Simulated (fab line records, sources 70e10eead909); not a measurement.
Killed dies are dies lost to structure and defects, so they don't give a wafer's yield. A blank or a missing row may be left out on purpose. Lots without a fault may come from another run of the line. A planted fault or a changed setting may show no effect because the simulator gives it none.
A struck lot beside a sound one | flow nand_harc | 14 steps out of a route of 1159
Sound: wafers L483.1, L483.2, L483.6. Struck: wafers L472.1, L472.2, L472.3. The cause comes at the end.
At each step with rows: each side's tool, then ch and its chambers, then its first start. Under that, the readings that differ: sound wafers | struck wafers | difference of the means | sigmas: that difference in standard deviations of wafers without a fault.
alike: readings whose means differ by less than 2 such deviations, and words and numbers that are the same on both sides. not compared: withheld readings, readings that some wafer has no value for, bounds like >300 that may hide the same value, and numbers for which the record gives no deviation and whose values overlap.
The two part at a step that has a row with sigmas, a row that says differs or no value, or rows on one side only. Numbers that don't overlap but have no deviation are shown without sigmas and don't part them. A reading that every wafer of one side lacks parts them only if that side has two wafers or more.

first, 4 steps without rows for these wafers: NHARC_A_STAIRCASE_TRIM_222 (chemistry O2, time 211.2 s); NHARC_A_STAIRCASE_ETCH_223 (etches the open film in C4F8/O2, target depth 100 nm, time 40.5 s); NHARC_A_STAIRCASE_TRIM_224 (chemistry O2, time 211.2 s); NHARC_A_STAIRCASE_ETCH_225 (etches the open film in C4F8/O2, target depth 100 nm, time 40.5 s).
NHARC_A_STAIRCASE_TRIM_226: chemistry O2, time 211.2 s.
  sound on rie_diel-05 ch 1,2,3; struck on rie_diel-05 ch 1,2,3
  alike: drypump_motor_current_A, mfc_ar_sccm, oes_product_au, rf_vpp_V, showerhead_plenum_p_Torr, throttle_valve_pct
  not compared: rf_hours_counter_h
NHARC_A_STAIRCASE_ETCH_227: etches the open film in C4F8/O2, target depth 100 nm, time 40.5 s.
  sound on rie_diel-05 ch 1,2,3; struck on rie_diel-05 ch 0,1,3
  alike: bias_w, chamber_pressure_mTorr, oes_product_au, rf_vpp_V
  not compared: rf_hours_counter_h
NHARC_A_STAIRCASE_TRIM_229: chemistry O2, time 211.2 s.
  sound on rie_diel-05 ch 0,2, day 16 00:23; struck on rie_diel-13 ch 0,2,3, day 13 07:59
  alike: drypump_motor_current_A, mfc_ar_sccm, oes_product_au, rf_vpp_V, showerhead_plenum_p_Torr, throttle_valve_pct
  not compared: rf_hours_counter_h
NHARC_A_STAIRCASE_ETCH_230: etches the open film in C4F8/O2, target depth 100 nm, time 40.5 s.
  sound on rie_diel-05 ch 1,2,3; struck on rie_diel-13 ch 0,2,3
  alike: bias_w, chamber_pressure_mTorr, oes_product_au, rf_vpp_V
  not compared: rf_hours_counter_h
then, 2 steps without rows for these wafers: NHARC_A_STAIRCASE_TRIM_231 (chemistry O2, time 211.2 s); NHARC_A_STAIRCASE_ETCH_232 (etches the open film in C4F8/O2, target depth 100 nm, time 40.5 s).
NHARC_A_STAIRCASE_TRIM_233: chemistry O2, time 211.2 s.
  sound on rie_diel-05 ch 0,2,3; struck on rie_diel-13 ch 1,2,3
  alike: drypump_motor_current_A, mfc_ar_sccm, oes_product_au, rf_vpp_V, showerhead_plenum_p_Torr, throttle_valve_pct
  not compared: rf_hours_counter_h
NHARC_A_STAIRCASE_ETCH_234: etches the open film in C4F8/O2, target depth 100 nm, time 40.5 s.
  sound on rie_diel-05 ch 0,1,2, day 16 01:32; struck on rie_diel-13 ch 1,2,3, day 13 08:41
  no value came back on the struck wafers for bias_w (W), chamber_pressure_mTorr (mTorr), oes_product_au (a.u.), rf_vpp_V (V); on the sound wafers bias_w (W) reads 999.3 1006.1 999.8
  not compared: rf_hours_counter_h
then, 1 step without rows for these wafers: NHARC_A_STAIRCASE_TRIM_235 (chemistry O2, time 211.2 s).
-- the record jumps here: 9 days lie between the struck wafers' starts before and after (it left off in module A_STAIRCASE and takes up again in module END, whose first step shown is number 1159 of the route) --
NHARC_END_SORT_01:
  the record has rows for the struck wafers here (prober-02 ch 0, day 21 22:01) and none for the sound ones

WHERE THEY PART
First at NHARC_A_STAIRCASE_ETCH_234; last, within this record, at NHARC_END_SORT_01.

WHY: what the simulator had put in
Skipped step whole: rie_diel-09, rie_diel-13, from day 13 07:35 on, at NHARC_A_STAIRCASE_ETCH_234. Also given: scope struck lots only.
